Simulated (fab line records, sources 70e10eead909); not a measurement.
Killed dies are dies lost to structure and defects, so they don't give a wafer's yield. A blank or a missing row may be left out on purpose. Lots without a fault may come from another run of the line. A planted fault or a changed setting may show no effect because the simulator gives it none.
Chamber matching | flow nand_harc | NHARC_A_CONTACT_DESCUM_74 on rie_diel-13: 4 sister chambers
The step chemistry O2, time 3 s. 16 wafers are shown with their chamber, then 8 later ones without.

WAFERS WITH THEIR CHAMBER
wafer  | chamber | drypump_motor_current_A (A) | showerhead_plenum_p_Torr (Torr) | oes_product_au (a.u.)
L648.3 | 3       | 5.8                         | 1.93                            | 1.003
L648.4 | 2       | 5.9                         | 1.89                            | 1.026
L648.6 | 2       | 5.9                         | 1.89                            | 1.026
L647.2 | 2       | 5.8                         | 1.89                            | 1.027
L647.3 | 0       | 5.7                         | 1.77                            | 0.989
L647.4 | 3       | 5.9                         | 1.93                            | 0.997
L651.1 | 2       | 5.8                         | 1.89                            | 1.019
L651.5 | 0       | 5.6                         | 1.77                            | 0.995
L651.6 | 1       | 5.6                         | 2.00                            | 0.992
L654.1 | 2       | 5.8                         | 1.89                            | 0.993
L654.2 | 0       | 5.7                         | 2.08                            | 1.001
L654.3 | 3       | 5.9                         | 1.93                            | 1.007
L655.1 | 0       | 5.7                         | 2.08                            | 1.004
L655.2 | 3       | 5.9                         | 1.93                            | 1.021
L655.4 | 2       | 5.9                         | 1.89                            | 0.995
L659.1 | 2       | 5.9                         | 1.89                            | 0.990

SIGNATURES (means of the wafers above)
reading                  | chamber 0 | chamber 1 | chamber 2 | chamber 3 | scatter within a chamber
drypump_motor_current_A  | 5.675     | 5.600     | 5.857     | 5.875     | 0.0518
showerhead_plenum_p_Torr | 1.9250    | 2.0000    | 1.8900    | 1.9300    | 0.0895
oes_product_au           | 0.99725   | 0.99200   | 1.01086   | 1.00700   | 0.0136
Rule: a wafer's distance from a chamber is the root of the sum, over the readings, of the square of ((its reading less the chamber's mean) divided by the reading's scatter). The wafer belongs to the nearest chamber; if the next one is less than 2 further off, it can't be placed. The scatter: the root of (the sum of the squares of (reading less its chamber's mean) over the shown wafers, divided by (wafers less chambers)).

WAFERS WITHOUT THEIR CHAMBER
wafer  | drypump_motor_current_A (A) | showerhead_plenum_p_Torr (Torr) | oes_product_au (a.u.)
L659.3 | 5.6                         | 1.99                            | 0.973
L659.4 | 5.9                         | 1.92                            | 1.002
L661.1 | 5.6                         | 1.99                            | 0.968
L661.3 | 5.7                         | 2.07                            | 0.999
L661.6 | 5.9                         | 1.92                            | 1.015
L662.3 | 5.8                         | 1.92                            | 1.018
L662.5 | 5.6                         | 1.99                            | 0.998
L662.6 | 5.7                         | 2.07                            | 0.988

WHICH CHAMBER EACH WENT THROUGH
wafer  | from the rows above          | in truth
L659.3 | can't be placed: 1 or 0      | 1
L659.4 | can't be placed: 3 or 2      | 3
L661.1 | can't be placed: 1 or 0      | 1
L661.3 | can't be placed: 0 or 1      | 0
L661.6 | can't be placed: 3 or 2      | 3
L662.3 | can't be placed: 2 or 3 or 0 | 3
L662.5 | can't be placed: 1 or 0      | 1
L662.6 | can't be placed: 0 or 1      | 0
Placed correctly: 0 of 8. Can't be placed from these rows: 8 (the true chamber is among the candidates in 8). Placed wrongly: 0.
